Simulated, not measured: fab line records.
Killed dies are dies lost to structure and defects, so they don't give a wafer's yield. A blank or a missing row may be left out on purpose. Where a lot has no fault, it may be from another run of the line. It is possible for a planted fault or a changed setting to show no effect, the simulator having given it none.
Which tool was responsible?    flow n5_finfet    route of 1938 steps, sampled at 1 step: 21 lots, 63 wafers

WHAT THE GAUGES SHOWED, per wafer
N5_MOL_CONTACT_COAG_INSPECT_10: inspects for defects (brightfield).
lot   measured      on                 raw_defect_count
L075  day 5 02:48   defect_inspect-02  39 54 79
L076  day 5 08:31   defect_inspect-02  88 94 107
L077  day 5 10:52   defect_inspect-01  60 57 35
L078  day 5 15:11   defect_inspect-02  96 56 70
L079  day 6 00:09   defect_inspect-02  74 84 68
L080  day 6 03:59   defect_inspect-02  79 55 63
L082  day 6 20:22   defect_inspect-02  61 42 44
L083  day 7 04:07   defect_inspect-02  113 127 126
L085  day 7 13:07   defect_inspect-01  56 84 65
L086  day 7 20:59   defect_inspect-01  217 151 95
L087  day 7 23:46   defect_inspect-02  56 49 51
L088  day 8 04:06   defect_inspect-01  45 57 39
L089  day 8 11:25   defect_inspect-01  53 59 49
L090  day 8 14:40   defect_inspect-02  71 67 46
L091  day 8 22:28   defect_inspect-02  72 71 36
L092  day 9 05:55   defect_inspect-02  77 48 75
L093  day 9 12:19   defect_inspect-01  82 47 67
L094  day 9 17:19   defect_inspect-02  42 56 56
L095  day 9 22:08   defect_inspect-01  73 92 53
L096  day 10 05:55  defect_inspect-01  143 90 88
L097  day 10 09:30  defect_inspect-02  99 75 74

WHAT TOOL EACH LOT RAN ON (gives the tool, then ch and the chambers of the sampled wafers, and finally the start)
There is no process step in the record ahead of these readings.

AS READ BY THE TOOLS THEMSELVES (means over the sampled wafers that have a number; for cases with no such wafer, the mark the record gives instead)
The record holds no such reading with a usual standard deviation.

THE ANSWER, worked out from the rows above alone
Rule: the usual values come from the lots themselves. Put in order of their means at a reading, lots are off if they are a third of the lots or fewer, leave a main group of 4 or more, and stand apart from it by a gap of 3 or more times the standard deviation of the main group's means; of several such gaps the widest counts. The tables above print the reading to a certain number of digits; a main group whose means all agree to those digits is not used. A lot without any number at a reading at which 4 lots or more have one is off too. All remaining lots with rows at the step are treated as sound. Order of review: gauges by route order, followed by the tools' own readings, for which a lot's mean as printed above is used. The first step at which some lot is off is used, and at that step the reading that is off furthest; a lot without a number counts as furthest.
None of the lots is off at any reading shown; this tells nothing.

WHAT THE SIMULATOR HAD PUT IN
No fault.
